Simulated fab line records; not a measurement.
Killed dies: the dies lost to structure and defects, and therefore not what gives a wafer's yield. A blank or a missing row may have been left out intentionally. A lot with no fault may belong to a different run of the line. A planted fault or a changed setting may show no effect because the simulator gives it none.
Which tool was responsible?    flow nand harc    6 lots, 18 wafers sampled, at 5 steps of a route of 1159

## WHAT EACH GAUGE READ, for each wafer
NHARC_END_SORT_01.
lot   measured      on         killed at array
L856  day 24 00:22  prober-01  661 663 666

## WHICH TOOL RAN EACH LOT (tool, then ch and the chambers of the sampled wafers, then the start)
lot   NHARC_A_STAIRCASE_ALD_420         NHARC_A_STAIRCASE_DESCUM_443        NHARC_A_STAIRCASE_ETCH_444          NHARC_A_STAIRCASE_STRIP_475
L842  ald hk-03 ch 0,2, day 13 03:19    rie diel-02 ch 1,2, day 14 13:55    rie diel-02 ch 0,3, day 14 14:00    rie diel-05 ch 1,2,3, no start
L845  ald hk-03 ch 1,2,3, day 13 21:25  rie diel-02 ch 0,1,2, day 15 08:31  rie diel-02 ch 0,1,3, day 15 08:56  rie diel-02 ch 0,1,2, no start
L849  ald hk-04 ch 0,2,3, day 14 12:34  rie diel-05 ch 0,1,2, day 15 20:50  rie diel-05 ch 0,2,3, day 15 20:55  rie diel-12 ch 1,2,3, no start
L851  ald hk-04 ch 0,1,3, day 15 09:40  rie diel-05 ch 1,2,3, day 16 20:04  rie diel-05 ch 0,1,3, day 16 20:23  rie diel-05 ch 0,1, no start
L856  ald hk-01 ch 0,1,3, day 16 08:06  rie diel-02 ch 1,2,3, day 17 18:16  rie diel-02 ch 0,2,3, day 17 19:04  rie diel-12 ch 0,1,2, day 24 00:22 or earlier
L862  ald hk-03 ch 0,2,3, day 18 00:11  rie diel-02 ch 0,3, day 19 05:21    rie diel-02 ch 0,1,2, day 19 05:46  rie diel-05 ch 1,3, no start
- NHARC_A_STAIRCASE_ALD_420: deposits SiO2, target thk 20 nm, pulse time 6 s, ald cycles 200.
- NHARC_A_STAIRCASE_DESCUM_443: chemistry O2, time 3 s.
- NHARC_A_STAIRCASE_ETCH_444: etches the open film in C4F8/O2, target depth 10200 nm, time 3400 s.
- NHARC_A_STAIRCASE_STRIP_475: strips in O2, time 20 s.

## THE ANSWER, worked out from the rows above alone
Rule: the lots themselves supply what counts as usual. Put in order of their means at a reading, lots are off if they are a third of the lots or fewer, leave a main group of 4 or more, and stand apart from it by a gap of 3 or more times the standard deviation of the main group's means; of several such gaps the widest counts. The tables above print the reading to a certain number of digits; a main group whose means all agree to those digits is not used. Also off: a lot with no number at a reading for which 4 or more lots have one. Any other lot the step has rows for is counted as sound.
None of the lots is off at any reading shown; this tells nothing.

## WHAT THE SIMULATOR PUT IN
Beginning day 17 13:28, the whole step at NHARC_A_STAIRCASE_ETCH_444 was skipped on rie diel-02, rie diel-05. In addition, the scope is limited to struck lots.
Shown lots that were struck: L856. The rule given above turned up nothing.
